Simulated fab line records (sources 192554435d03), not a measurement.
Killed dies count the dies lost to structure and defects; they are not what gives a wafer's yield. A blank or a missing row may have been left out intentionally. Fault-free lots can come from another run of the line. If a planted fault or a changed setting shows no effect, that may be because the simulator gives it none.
Split-lot study / flow n5 finfet / 21 wafers read across 7 lots, on a route 1938 steps long

== ABOUT THE SPLIT ==
At N5_GATE_CUT_ALD_22 (deposits SiNx, target thk 16 nm, pulse time 1 s, ald cycles 320), the setting ald cycles was moved away from the recipe's 320 on 4 of the 21 wafers read, by -13.7% to +14.7%. This setting was run at the recipe's value on the other wafers.

The reading is taken at the split's own step.

== THE READING ==
SiNx_of_GATE_CUT_ALD_22.thk nm (the simulator's own value, which no gauge read), in nm, at N5_GATE_CUT_ALD_22 (deposits SiNx, target thk 16 nm, pulse time 1 s, ald cycles 320). No usual value for it is given in the file.

wafer=L074.1; tool, chamber at the split=ald sin-04, 0,1,3; ald cycles as run=320; against the recipe=recipe; SiNx_of_GATE_CUT_ALD_22.thk nm, nm=16; against lot-mates on the recipe=-
wafer=L074.2; tool, chamber at the split=ald sin-04, 0,1,3; ald cycles as run=320; against the recipe=recipe; SiNx_of_GATE_CUT_ALD_22.thk nm, nm=16; against lot-mates on the recipe=-
wafer=L074.3; tool, chamber at the split=ald sin-04, 0,1,3; ald cycles as run=320; against the recipe=recipe; SiNx_of_GATE_CUT_ALD_22.thk nm, nm=16; against lot-mates on the recipe=-
wafer=L076.1; tool, chamber at the split=ald sin-04, 2,1,0; ald cycles as run=320; against the recipe=recipe; SiNx_of_GATE_CUT_ALD_22.thk nm, nm=16; against lot-mates on the recipe=-
wafer=L076.5; tool, chamber at the split=ald sin-04, 2,1,0; ald cycles as run=320; against the recipe=recipe; SiNx_of_GATE_CUT_ALD_22.thk nm, nm=16; against lot-mates on the recipe=-
wafer=L076.6; tool, chamber at the split=ald sin-04, 2,1,0; ald cycles as run=320; against the recipe=recipe; SiNx_of_GATE_CUT_ALD_22.thk nm, nm=16; against lot-mates on the recipe=-
wafer=L080.2; tool, chamber at the split=ald sin-01, 2,3; ald cycles as run=320; against the recipe=recipe; SiNx_of_GATE_CUT_ALD_22.thk nm, nm=16; against lot-mates on the recipe=-
wafer=L080.4; tool, chamber at the split=ald sin-01, 2,3; ald cycles as run=320; against the recipe=recipe; SiNx_of_GATE_CUT_ALD_22.thk nm, nm=16; against lot-mates on the recipe=-
wafer=L080.5; tool, chamber at the split=ald sin-01, 0; ald cycles as run=367; against the recipe=+14.7%; SiNx_of_GATE_CUT_ALD_22.thk nm, nm=18.4; against lot-mates on the recipe=+2.4
wafer=L089.2; tool, chamber at the split=ald sin-04, 1,0,3; ald cycles as run=320; against the recipe=recipe; SiNx_of_GATE_CUT_ALD_22.thk nm, nm=16; against lot-mates on the recipe=-
wafer=L089.4; tool, chamber at the split=ald sin-04, 1,0,3; ald cycles as run=320; against the recipe=recipe; SiNx_of_GATE_CUT_ALD_22.thk nm, nm=16; against lot-mates on the recipe=-
wafer=L089.6; tool, chamber at the split=ald sin-04, 1,0,3; ald cycles as run=320; against the recipe=recipe; SiNx_of_GATE_CUT_ALD_22.thk nm, nm=16; against lot-mates on the recipe=-
wafer=L090.2; tool, chamber at the split=ald sin-04, 3,0; ald cycles as run=337; against the recipe=+5.3%; SiNx_of_GATE_CUT_ALD_22.thk nm, nm=16.8; against lot-mates on the recipe=+0.8
wafer=L090.3; tool, chamber at the split=ald sin-04, 3,0; ald cycles as run=337; against the recipe=+5.3%; SiNx_of_GATE_CUT_ALD_22.thk nm, nm=16.8; against lot-mates on the recipe=+0.8
wafer=L090.4; tool, chamber at the split=ald sin-04, 3; ald cycles as run=320; against the recipe=recipe; SiNx_of_GATE_CUT_ALD_22.thk nm, nm=16; against lot-mates on the recipe=-
wafer=L092.1; tool, chamber at the split=ald sin-01, 1,0,1; ald cycles as run=320; against the recipe=recipe; SiNx_of_GATE_CUT_ALD_22.thk nm, nm=16; against lot-mates on the recipe=-
wafer=L092.2; tool, chamber at the split=ald sin-01, 1,0,1; ald cycles as run=320; against the recipe=recipe; SiNx_of_GATE_CUT_ALD_22.thk nm, nm=16; against lot-mates on the recipe=-
wafer=L092.6; tool, chamber at the split=ald sin-01, 1,0,1; ald cycles as run=320; against the recipe=recipe; SiNx_of_GATE_CUT_ALD_22.thk nm, nm=16; against lot-mates on the recipe=-
wafer=L093.2; tool, chamber at the split=ald sin-04, 1,2; ald cycles as run=320; against the recipe=recipe; SiNx_of_GATE_CUT_ALD_22.thk nm, nm=16; against lot-mates on the recipe=-
wafer=L093.6; tool, chamber at the split=ald sin-04, 1,2; ald cycles as run=320; against the recipe=recipe; SiNx_of_GATE_CUT_ALD_22.thk nm, nm=16; against lot-mates on the recipe=-
wafer=L093.3; tool, chamber at the split=ald sin-04, 3; ald cycles as run=276; against the recipe=-13.7%; SiNx_of_GATE_CUT_ALD_22.thk nm, nm=13.8; against lot-mates on the recipe=-2.2
Where a row lists several chambers, the file gives one row for several wafers and doesn't say which wafer went through which chamber.

FIT RESULTS
A straight line over all 21 wafers: SiNx_of_GATE_CUT_ALD_22.thk nm changes by +0.161 nm for each +1% of ald cycles; r = +1.00; the points scatter about the line by 0.02 nm.
The same after taking each lot's own level away (the mean of its wafers on the recipe; 21 wafers): +0.161 nm for each +1%; r = +1.00; scatter 0.02 nm.
According to that fit, moving ald cycles by its largest amount changes the reading by 2.4 nm.
The lots' own levels span 16.00 to 16.00 nm.
The two slopes agree, so the slope changes little with the lot-to-lot level.
Check: +2.31 nm against its lot-mates is what the line predicts for one of the wafers moved furthest among these (+14.7%) when that wafer is left out of the fit. It came out at +2.4 nm against them.

== THE OTHER SPLITS THESE WAFERS WENT THROUGH ==
These wafers also went through other splits before the reading. Each is held against what the fit with the lots' levels taken away leaves over:
other split on the same wafers=N5_HKMG_FIN_ETCH_55 bias w; wafers away from the commonest value=5; r with SiNx_of_GATE_CUT_ALD_22.thk nm (lot level and that fit taken away)=+0.29
other split on the same wafers=N5_GATE_CUT_EXPOSE_10 dose mj; wafers away from the commonest value=8; r with SiNx_of_GATE_CUT_ALD_22.thk nm (lot level and that fit taken away)=+0.31

== THE FILE'S OWN FIT ==
SiNx_of_GATE_CUT_ALD_22.thk nm changes by +0.161 nm for each +1% of ald cycles, r = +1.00.
